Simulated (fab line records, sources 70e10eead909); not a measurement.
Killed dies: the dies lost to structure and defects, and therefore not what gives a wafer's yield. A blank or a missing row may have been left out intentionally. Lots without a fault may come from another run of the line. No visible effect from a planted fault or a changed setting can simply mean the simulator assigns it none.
Which tool is to blame? -- flow nand-harc -- 13 lots with 39 wafers sampled at 5 steps, on a route of 1302 steps

== WHAT EACH GAUGE READ, for each wafer ==
NHARC_P_STI_OVL_MEAS_10. Usual: overlay-x-nm -2 nm, standard deviation 5.7; overlay-y-nm -2 nm, standard deviation 5.8.
lot,measured,on,overlay-x-nm (nm),overlay-y-nm (nm),flag
L345,day 3 01:29,overlay-02,-6 -6 -6,15 16 15,
L353,day 6 04:10,overlay-01,-3 -3 -3,-4 -4 -4,
L354,day 6 14:02,overlay-01,-7 -7 -7,-6 -6 -5,
L357,day 7 18:44,overlay-02,-1 -1 -1,-6 -6 -5,
L358,day 8 10:26,overlay-02,-5 -5 -5,-5 -5 -5,
L359,day 8 17:18,overlay-02,-4 -4 -4,-2 -1 -2,
L360,day 9 00:41,overlay-01,0 0 0,-2 -2 -2,
L362,day 9 22:13,overlay-01,-10 -11 -10,-9 -9 -9,
L363,day 10 06:59,overlay-01,10 11 10,-7 -6 -7,
L364,day 10 20:22,overlay-01,-1 -1 -1,-6 -6 -6,
L365,day 11 06:42,overlay-01,1 2 2,1 1 1,
L367,day 12 00:06,overlay-02,-10 -10 -11,8 8 7,
L368,day 12 08:31,overlay-02,0 0 0,-3 -4 -4,

NHARC_P_GATE_OVL_MEAS_27. Usual: overlay-x-nm 0.3 nm, standard deviation 0.73; overlay-y-nm 0.2 nm, standard deviation 0.81.
lot,measured,on,overlay-x-nm (nm),overlay-y-nm (nm),flag
L345,day 5 05:43,overlay-02,0.0 0.4 -0.3,0.6 0.6 0.9,
L353,day 8 15:26,overlay-01,1.2 0.1 0.4,0.5 0.0 0.0,
L354,day 8 22:59,overlay-02,-0.4 -0.4 -0.4,0.7 0.5 1.1,
L357,day 9 21:18,overlay-02,0.8 0.8 0.7,0.6 -0.2 -0.5,
L358,day 11 00:05,overlay-01,1.3 0.6 0.4,1.0 1.0 0.9,
L359,day 10 23:44,overlay-01,-0.6 -0.6 -0.8,-0.5 -0.6 -0.6,
L360,day 10 23:08,overlay-01,-0.5 -0.1 -0.7,-0.9 -0.8 -0.9,
L362,day 12 03:50,overlay-01,-0.5 -1.0 -0.7,-0.7 -0.4 -0.5,
L363,day 12 10:37,overlay-02,1.2 1.0 0.5,-0.5 -0.3 0.4,
L364,day 12 23:28,overlay-01,-0.4 -0.4 -0.1,-0.4 -0.7 0.0,
L365,day 13 15:44,overlay-02,-0.7 0.2 0.0,1.2 1.4 1.4,
L367,day 14 08:28,overlay-02,0.6 0.7 1.0,1.5 0.7 0.5,
L368,day 14 12:46,overlay-01,0.1 0.3 0.2,1.6 0.7 1.3,

NHARC_END_SORT_01. Usual: killed-at-array 52, standard deviation 19; killed-at-other 0.9, standard deviation 1.3; killed-at-periphery 4, standard deviation 3.1; killed-dies 57, standard deviation 18; killed-open 3.2, standard deviation 1.7; killed-short 2.3, standard deviation 1.4.
lot,measured,on,killed-at-array,killed-at-other,killed-at-periphery,killed-dies,killed-open,killed-short,flag
L354,day 28 08:41,prober-01,49,0,3,52,1,3,
L360,day 30 00:44,prober-01,41 51 50,0 0 0,8 7 15,49 58 65,4 2 6,1 8 3,
L363,day 31 19:00,prober-02,57 52 44,0 0 0,2 0 2,59 52 46,2 4 3,2 2 2,
L365,day 33 20:46,prober-02,18 24 25,1 1 0,8 14 13,27 39 38,5 3 4,3 1 1,

== TOOL THAT RAN EACH LOT (tool first, then ch and the chambers of the sampled wafers, then the start) ==
lot,NHARC_P_STI_ETCH_31,NHARC_P_GATE_HM_DEP_102
L345,"rie-diel-02 ch 0,2,3, day 5 04:23 or earlier","acl-dep-01 ch 0, day 5 04:23"
L353,"rie-diel-12 ch 0,2, day 8 11:40 or earlier","acl-dep-03 ch 0, day 8 11:40 and acl-dep-02 ch 0, day 8 13:50"
L354,"rie-diel-12 ch 1,2, day 8 19:33 or earlier","acl-dep-02 ch 0, day 8 19:33 and acl-dep-03 ch 0, day 8 21:47"
L357,"rie-diel-01 ch 0,1,3, day 9 19:53 or earlier","acl-dep-02 ch 0, day 9 19:53"
L358,"rie-diel-01 ch 0,2, day 10 22:41 or earlier","acl-dep-02 ch 0, day 10 22:41"
L359,"rie-diel-01 ch 0,1,3, day 10 22:34 or earlier","acl-dep-03 ch 0, day 10 22:34"
L360,"rie-diel-02 ch 1,2,3, day 10 21:55 or earlier","acl-dep-03 ch 0, day 10 21:55"
L362,"rie-diel-12 ch 0,1,2, day 12 02:25 or earlier","acl-dep-01 ch 0, day 12 02:25"
L363,"rie-diel-01 ch 0,1,2, day 12 09:24 or earlier","acl-dep-03 ch 0, day 12 09:24"
L364,"rie-diel-02 ch 2,3, day 12 22:16 or earlier","acl-dep-01 ch 0, day 12 22:16"
L365,"rie-diel-01 ch 1,2,3, day 13 14:18 or earlier","acl-dep-02 ch 0, day 13 14:18"
L367,"rie-diel-02 ch 1,3, day 14 07:10 or earlier","acl-dep-01 ch 0, day 14 07:10"
L368,"rie-diel-01 ch 0,2,3, day 14 11:26 or earlier","acl-dep-02 ch 0, day 14 11:26"
- NHARC_P_STI_ETCH_31: etches the open film in CF4/CHF3, target depth 108.9 nm, time 54.5 s.
- NHARC_P_GATE_HM_DEP_102: deposits aC, target thk 120 nm.

== AS READ BY THE TOOLS THEMSELVES (means over the sampled wafers that have a number; for cases with no such wafer, the mark the record gives instead) ==
NHARC_P_STI_ETCH_31. Usual: bias-w 200.1 W, standard deviation 0.59; drypump-motor-current-A 5.8 A, standard deviation 0.36; oes-product-au 0.965 a.u., standard deviation 0.02; rf-vpp-V 370.8 V, standard deviation 2; showerhead-plenum-p-Torr 1.58 Torr, standard deviation 0.051; throttle-valve-pct 16.801 %, standard deviation 0.0085.
lot,tool,bias-w (W),drypump-motor-current-A (A),oes-product-au (a.u.),rf-vpp-V (V),showerhead-plenum-p-Torr (Torr),throttle-valve-pct (%),flag
L345,rie-diel-02,199.6,5.6,0.974,370.3,1.57,16.798,
L353,rie-diel-12,199.6,5.7,0.924,369.4,1.54,16.804,
L354,rie-diel-12,200.1,5.4,0.972,368.7,1.51,16.804,
L357,rie-diel-01,200.0,5.9,0.967,371.8,1.60,16.804,
L358,rie-diel-01,199.5,6.1,0.979,372.1,1.60,16.795,
L359,rie-diel-01,200.3,5.9,0.965,371.5,1.60,16.797,
L360,rie-diel-02,199.9,5.8,0.963,371.4,1.59,16.787,
L362,rie-diel-12,200.3,5.5,0.974,369.4,1.52,16.802,
L363,rie-diel-01,199.5,5.9,0.970,372.0,1.61,16.804,
L364,rie-diel-02,200.3,5.7,0.959,370.5,1.57,16.798,
L365,rie-diel-01,200.1,6.0,0.974,373.3,1.64,16.800,
L367,rie-diel-02,200.4,6.0,0.949,372.6,1.61,16.804,
L368,rie-diel-01,200.3,6.1,0.976,370.4,1.58,16.802,

NHARC_P_GATE_HM_DEP_102. Usual: throttle-valve-pct 34.999 %, standard deviation 0.0091.
lot,tool,throttle-valve-pct (%),flag
L345,acl-dep-01,34.993,
L353,acl-dep-03/acl-dep-02,34.996,
L354,acl-dep-02/acl-dep-03,35.000,
L357,acl-dep-02,34.996,
L358,acl-dep-02,34.996,
L359,acl-dep-03,34.995,
L360,acl-dep-03,34.998,
L362,acl-dep-01,34.999,
L363,acl-dep-03,34.993,
L364,acl-dep-01,35.009,
L365,acl-dep-02,35.013,
L367,acl-dep-01,35.001,
L368,acl-dep-02,35.001,

== THE ANSWER, worked out from the rows above alone ==
Rule: take the mean of a lot's wafers that have a number; if it is more than 3 standard deviations from the usual mean, the lot is off. A lot without any number at a reading at which 4 lots or more have one is off too. Any other lot the step has rows for is counted as sound. The gauges are gone through in route order, then the tools' own readings, and for those a lot's mean is taken as printed above. At the first step where some lot is off, the reading lying furthest off is the one used; lots without a number count as furthest.
None of the lots is off at any reading shown; this tells nothing.

== WHAT THE SIMULATOR HAD INSERTED ==
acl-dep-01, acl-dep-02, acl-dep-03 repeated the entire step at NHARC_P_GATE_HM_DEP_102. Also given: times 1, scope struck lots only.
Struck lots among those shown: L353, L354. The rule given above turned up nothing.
